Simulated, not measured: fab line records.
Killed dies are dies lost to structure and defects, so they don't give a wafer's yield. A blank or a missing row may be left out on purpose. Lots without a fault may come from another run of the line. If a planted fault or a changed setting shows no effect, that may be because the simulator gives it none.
fab line records -- flow n5Finfet
[record] lots = 7, wafers = 39
route steps=1938 shown BEOL_M15@1787 MIM_BOT_ETCH@1868
startH: hours from the record's first day to the start of the lot's first wafer shown -- waitH: time in hours since the lot's previous step -- " the same as in the row above -- L1.1+2: one row covering several wafers at once -- - value missing, or start not given -- * or withheld: withheld -- < > ~ a bound
route shown NAME@n: NAME is a module with steps in the file, n the number in the route of the first one -- usual: mean/standard deviation of fault-free wafers -- same: alike in all rows -- chamber/n: place in a boat -- sites: readings site by site -- _std_site: the values' standard deviation -- _edge_site: outer sites' mean less inner sites' -- radiusMm: for every site, how far away it sits from the centre of the wafer -- mask NAME#n: copy n -- behind: tool/chamber where the wafer was last shaped -- hold: reason for holding the lot/hours on hold/outcome of the hold -- device: transistor that didn't switch, given as n, p or np -- end of line: at the end of the route, the tests of the same wafers -- a step with no rows: only its recipe -- killed: the dies lost at the first sort to structure and to defects; this is not the yield of the wafer -- map: a wafer's dies, x killed, . not, _ none there
set.NAME: the setting the step ran with; set.NAME@STEP: the setting that earlier step ran with -- model.NAME: the simulator's own value behind a step, which no gauge read
lots where settings were altered on purpose, with a table for each step and a row for each wafer
[[steps]]
[step N5_BEOL_M15_ETCH_59]
[recipe] chemistry = N2/H2, target = BARC, targetDepthA = 890, overetchA = 267, timeS = 67.9, ionEnergyEv = 200, pressureMtorr = 30, sourceW = 840, biasW = 150, n2FlowSccm = 200, h2FlowSccm = 200
lot.wafer,tool,chamber,startH,waitH,set.timeS,model.coat_of_BEOL_M15_COAT_04.thkNm,model.etch.depthNm
L074.3,rieDiel-01,3,231.37,0.0,67.9,719.8,88.61
L074.4,rieDiel-01,1,231.37,0.0,67.9,718.2,88.99
L074.5,rieDiel-01,3,231.37,0.0,67.9,720.6,88.78
L077.1,rieDiel-05,1,244.24,0.0,67.9,719.6,88.98
L077.2,rieDiel-05,0,244.24,0.0,67.9,720,89.07
L077.3,rieDiel-05,2,244.24,0.0,107.9,682.4,89.16
L077.4,rieDiel-05,3,244.24,0.0,107.9,681.6,89.16
L077.5,rieDiel-05,2,244.24,0.0,67.9,722.4,89.18
L077.6,rieDiel-05,1,244.24,0.0,107.9,683.8,89.17
L078.1,rieDiel-05,2,249.07,0.0,67.9,719,88.99
L078.2,rieDiel-05,3,249.07,0.0,104,682.2,88.82
L078.3,rieDiel-05,1,249.07,0.0,104,684.2,89.03
L078.4,rieDiel-05,0,249.07,0.0,67.9,715.4,88.87
L078.5,rieDiel-05,1,249.07,0.0,104,684.6,88.95
L078.6,rieDiel-05,2,249.07,0.0,67.9,716.4,88.92
L081.1,rieDiel-06,0,269.51,0.0,31.64,748.4,53.3
L081.2,rieDiel-06,2,269.51,0.0,67.9,714.8,88.97
L081.3,rieDiel-06,1,269.51,0.0,67.9,720,88.98
L081.4,rieDiel-06,3,269.51,0.0,31.64,749.2,54.23
L081.5,rieDiel-06,1,269.51,0.0,67.9,719,89.12
L081.6,rieDiel-06,2,269.51,0.0,31.64,749.8,54.39
L088.1,rieDiel-01,3,355.63,0.0,67.9,720,89.1
L088.2,rieDiel-01,2,355.63,0.0,47.41,742.2,78.94
L088.3,rieDiel-01,1,355.63,0.0,47.41,738.8,84.49
L088.4,rieDiel-01,0,355.63,0.0,47.41,740.2,80.47
L088.5,rieDiel-01,0,355.63,0.0,67.9,720.4,89.17
L088.6,rieDiel-01,1,355.63,0.0,67.9,718.6,89.06
L092.1,rieDiel-06,2,398.22,0.0,67.9,715.6,88.5
L092.2,rieDiel-06,3,398.22,0.0,67.9,717.6,88.51
L092.3,rieDiel-06,1,398.22,0.0,67.9,719.6,88.55
L092.4,rieDiel-06,0,398.22,0.0,67.9,717.8,88.59
L092.5,rieDiel-06,0,398.22,0.0,67.9,718.8,88.77
L092.6,rieDiel-06,1,398.22,0.0,67.9,722,88.73
L087.1,rieDiel-05,0,418.91,0.0,101.1,682.6,88.73
L087.2,rieDiel-05,1,418.91,0.0,101.1,690.8,88.77
L087.3,rieDiel-05,3,418.91,0.0,67.9,718.2,88.47
L087.4,rieDiel-05,2,418.91,0.0,67.9,716.4,88.66
L087.5,rieDiel-05,0,418.91,0.0,101.1,681.6,88.7
L087.6,rieDiel-05,3,418.91,0.0,67.9,717.2,88.75
[step N5_BEOL_M15_VIA_ETCH_16]
[recipe] chemistry = C4F8/O2/Ar, target = SiO2, heInnerTorr = 15, heOuterTorr = 30, targetDepthA = 17922, timeS = withheld, ionEnergyEv = 800, pressureMtorr = 20, sourceW = 1905, biasW = 2040, Ar_flow_sccm = 400, C4F8_flow_sccm = 16, O2_flow_sccm = 12, ends = cleared
lot.wafer,tool,chamber,startH,waitH,set.timeS@BEOL_M15_ETCH_59,model.coat_of_BEOL_M15_COAT_04.thkNm
L074.3,rieDiel-01,3,231.42,0.0,*,342.6
L074.4,rieDiel-01,1,231.42,0.0,*,332.8
L074.5,rieDiel-01,3,231.42,0.0,*,330.4
L077.1,rieDiel-05,1,244.29,0.0,*,342
L077.2,rieDiel-05,0,244.29,0.0,*,341.8
L077.3,rieDiel-05,2,244.29,0.0,*,314
L077.4,rieDiel-05,3,244.29,0.0,*,295.4
L077.5,rieDiel-05,2,244.29,0.0,*,344.6
L077.6,rieDiel-05,1,244.29,0.0,*,310.2
L078.1,rieDiel-05,2,249.12,0.0,*,346
L078.2,rieDiel-05,3,249.12,0.0,*,312.4
L078.3,rieDiel-05,1,249.12,0.0,*,310.2
L078.4,rieDiel-05,0,249.12,0.0,*,335.8
L078.5,rieDiel-05,1,249.12,0.0,*,309.8
L078.6,rieDiel-05,2,249.12,0.0,*,336.8
L081.1,rieDiel-06,0,269.56,0.0,*,356.6
L081.2,rieDiel-06,2,269.56,0.0,*,338.8
L081.3,rieDiel-06,1,269.56,0.0,*,338
L081.4,rieDiel-06,3,269.56,0.0,*,362.4
L081.5,rieDiel-06,1,269.56,0.0,*,329.6
L081.6,rieDiel-06,2,269.56,0.0,*,359
L088.1,rieDiel-01,3,355.68,0.0,*,330.8
L088.2,rieDiel-01,2,355.68,0.0,*,367.4
L088.3,rieDiel-01,1,355.68,0.0,*,355
L088.4,rieDiel-01,0,355.68,0.0,*,354
L088.5,rieDiel-01,0,355.68,0.0,*,335.4
L088.6,rieDiel-01,1,355.68,0.0,*,331.6
L092.1,rieDiel-06,2,398.27,0.0,*,345.6
L092.2,rieDiel-06,3,398.27,0.0,*,344.4
L092.3,rieDiel-06,1,398.27,0.0,*,339
L092.4,rieDiel-06,0,398.27,0.0,*,338.8
L092.5,rieDiel-06,0,398.27,0.0,*,342
L092.6,rieDiel-06,1,398.27,0.0,*,347.6
L087.1,rieDiel-05,0,418.96,0.0,*,306.2
L087.2,rieDiel-05,1,418.96,0.0,*,317
L087.3,rieDiel-05,3,418.96,0.0,*,344.8
L087.4,rieDiel-05,2,418.96,0.0,*,335.2
L087.5,rieDiel-05,0,418.96,0.0,*,298.8
L087.6,rieDiel-05,3,418.96,0.0,*,336.6
[step N5_BEOL_M15_STRIP_63]
[recipe] chemistry = O2, powerW = 600, tempC = 60, pressureMtorr = 30, rfFrequencyHz = 6e+07, biasPowerW = 0, overashFraction = 0.3, o2FlowSccm = 225
[step N5_BEOL_M15_STRIP_64]
[recipe] chemistry = O2, powerW = 600, tempC = 60, pressureMtorr = 30, rfFrequencyHz = 6e+07, biasPowerW = 0, overashFraction = 0.3, o2FlowSccm = 225
[step N5_BEOL_M15_STRIP_65]
[recipe] chemistry = postEtchResidueRemover, timeS = 60, tempC = 25, removerPh = withheld, removerWaterWtPct = withheld, removerFluorideWtPct = withheld
[step N5_BEOL_M15_SRD_66]
[recipe] timeS = 30, tempC = 23, rinseLiquid = diw, dry = n2Spin, spinRpm = 1500, dryTimeS = 30
[step N5_BEOL_M15_CD_MEAS_17]
[recipe] targetCdNm = 360, polarity = opening
[usual] cdNm = 359.4/2.2
lot.wafer,tool,chamber,startH,waitH,set.timeS@BEOL_M15_ETCH_59,cdNm
L074.3,cdSem-02,-,231.84,0.0,67.9,359.1
L074.4,cdSem-02,-,231.84,0.0,67.9,362.2
L074.5,cdSem-02,-,231.84,0.0,67.9,360.9
L077.1,cdSem-03,-,244.70,0.0,67.9,357.4
L077.2,cdSem-03,-,244.70,0.0,67.9,358.3
L077.3,cdSem-03,-,244.70,0.0,107.9,367.0
L077.4,cdSem-03,-,244.70,0.0,107.9,368.1
L077.5,cdSem-03,-,244.70,0.0,67.9,358.8
L077.6,cdSem-03,-,244.70,0.0,107.9,365.2
L078.1,cdSem-03,-,249.54,0.0,67.9,357.0
L078.2,cdSem-03,-,249.54,0.0,104,366.6
L078.3,cdSem-03,-,249.54,0.0,104,362.6
L078.4,cdSem-03,-,249.54,0.0,67.9,360.1
L078.5,cdSem-03,-,249.54,0.0,104,365.2
L078.6,cdSem-03,-,249.54,0.0,67.9,358.5
L081.1,cdSem-02,-,269.98,0.0,31.64,355.2
L081.2,cdSem-02,-,269.98,0.0,67.9,360.9
L081.3,cdSem-02,-,269.98,0.0,67.9,360.6
L081.4,cdSem-02,-,269.98,0.0,31.64,353.1
L081.5,cdSem-02,-,269.98,0.0,67.9,363.2
L081.6,cdSem-02,-,269.98,0.0,31.64,355.0
L088.1,cdSem-01,-,356.09,0.0,67.9,364.4
L088.2,cdSem-01,-,356.09,0.0,47.41,355.6
L088.3,cdSem-01,-,356.09,0.0,47.41,355.3
L088.4,cdSem-01,-,356.09,0.0,47.41,359.5
L088.5,cdSem-01,-,356.09,0.0,67.9,362.8
L088.6,cdSem-01,-,356.09,0.0,67.9,359.9
L092.1,cdSem-02,-,398.69,0.0,67.9,362.5
L092.2,cdSem-02,-,398.69,0.0,67.9,360.0
L092.3,cdSem-02,-,398.69,0.0,67.9,359.9
L092.4,cdSem-02,-,398.69,0.0,67.9,362.0
L092.5,cdSem-02,-,398.69,0.0,67.9,359.8
L092.6,cdSem-02,-,398.69,0.0,67.9,363.8
L087.1,cdSem-02,-,419.37,0.0,101.1,364.0
L087.2,cdSem-02,-,419.37,0.0,101.1,364.6
L087.3,cdSem-02,-,419.37,0.0,67.9,358.1
L087.4,cdSem-02,-,419.37,0.0,67.9,357.9
L087.5,cdSem-02,-,419.37,0.0,101.1,362.7
L087.6,cdSem-02,-,419.37,0.0,67.9,358.7
[step N5_MIM_BOT_ETCH_ETCH_00]
[recipe] chemistry = Cl2/BCl3, target = TiN, targetDepthA = 455, ionEnergyEv = 150, pressureMtorr = 10, icpW = 1000, biasW = 126, Cl2_flow_sccm = 53.25, bcl3FlowSccm = 21.75, Ar_flow_sccm = 25
lot.wafer,tool,chamber,startH,waitH,set.targetDepthA,model.etch.depthNm
L074.3,rieMetal-02,0,240.35,0.2,455,45.66
L074.4+5,rieMetal-02,0,240.35,0.2,455,45.43
L077.1,rieMetal-02,0,251.72,0.1,455,45.77
L077.2,rieMetal-02,0,251.72,0.1,287,28.78
L077.3,rieMetal-02,0,251.72,0.1,287,28.89
L077.4,rieMetal-02,0,251.72,0.1,287,29.02
L077.5,rieMetal-02,0,251.72,0.1,455,45.85
L077.6,rieMetal-02,0,251.72,0.1,455,45.98
L078.1,rieMetal-03,0,257.23,0.1,455,44.37
L078.2,rieMetal-03,1,257.23,0.1,345.1,36.15
L078.3,rieMetal-03,0,257.23,0.1,455,44.3
L078.4,rieMetal-03,1,257.23,0.1,455,47.69
L078.5,rieMetal-03,1,257.23,0.1,345.1,35.97
L078.6,rieMetal-03,0,257.23,0.1,345.1,33.53
L081.1,rieMetal-03,1,280.04,0.1,291.7,30.95
L081.2,rieMetal-03,0,280.04,0.1,455,44.8
L081.3,rieMetal-03,1,280.04,0.1,291.7,31.13
L081.4,rieMetal-03,0,280.04,0.1,455,44.78
L081.5,rieMetal-03,1,280.04,0.1,455,48.24
L081.6,rieMetal-03,0,280.04,0.1,291.7,28.6
L088.1,rieMetal-01,1,367.11,0.1,550.6,55.87
L088.2,rieMetal-01,0,367.11,0.1,455,44.48
L088.3,rieMetal-01,0,367.11,0.1,550.6,53.64
L088.4,rieMetal-01,1,367.11,0.1,455,45.65
L088.5,rieMetal-01,0,367.11,0.1,550.6,53.74
L088.6,rieMetal-01,1,367.11,0.1,455,46.63
L092.1,rieMetal-01,1,409.94,0.1,455,46.2
L092.2,rieMetal-01,0,409.94,0.1,455,44.62
L092.3,rieMetal-01,0,409.94,0.1,455,44.67
L092.4,rieMetal-01,1,409.94,0.1,455,46.02
L092.5,rieMetal-01,1,409.94,0.1,455,46.54
L092.6,rieMetal-01,0,409.94,0.1,455,44.48
L087.1,rieMetal-02,1,433.42,0.1,455,46.87
L087.2,rieMetal-02,0,433.42,0.1,455,45.79
L087.3,rieMetal-02,1,433.42,0.1,337.8,34.55
L087.4,rieMetal-02,0,433.42,0.1,337.8,33.97
L087.5,rieMetal-02,0,433.42,0.1,337.8,33.93
L087.6,rieMetal-02,1,433.42,0.1,455,46.57
[[key]]
[split] step = N5_BEOL_M15_ETCH_59, setting = timeS, stated = 67.9, by = wafer
[response] step = N5_BEOL_M15_ETCH_59, reading = model.coat_of_BEOL_M15_COAT_04.thkNm, change = -0.633, per = 1%, r = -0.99
[response] step = N5_BEOL_M15_ETCH_59, reading = model.etch.depthNm, shape = bent, atLowest = 53.97, atStated = 88.85, atHighest = 89.16
[response] step = N5_BEOL_M15_VIA_ETCH_16, reading = model.coat_of_BEOL_M15_COAT_04.thkNm, change = -0.584, per = 1%, r = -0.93
[response] step = N5_BEOL_M15_CD_MEAS_17, reading = cdNm, change = +0.133, per = 1%, r = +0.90
[split] step = N5_MIM_BOT_ETCH_ETCH_00, setting = targetDepthA, stated = 455, by = wafer
[response] step = N5_MIM_BOT_ETCH_ETCH_00, reading = model.etch.depthNm, change = +0.447, per = 1%, r = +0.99
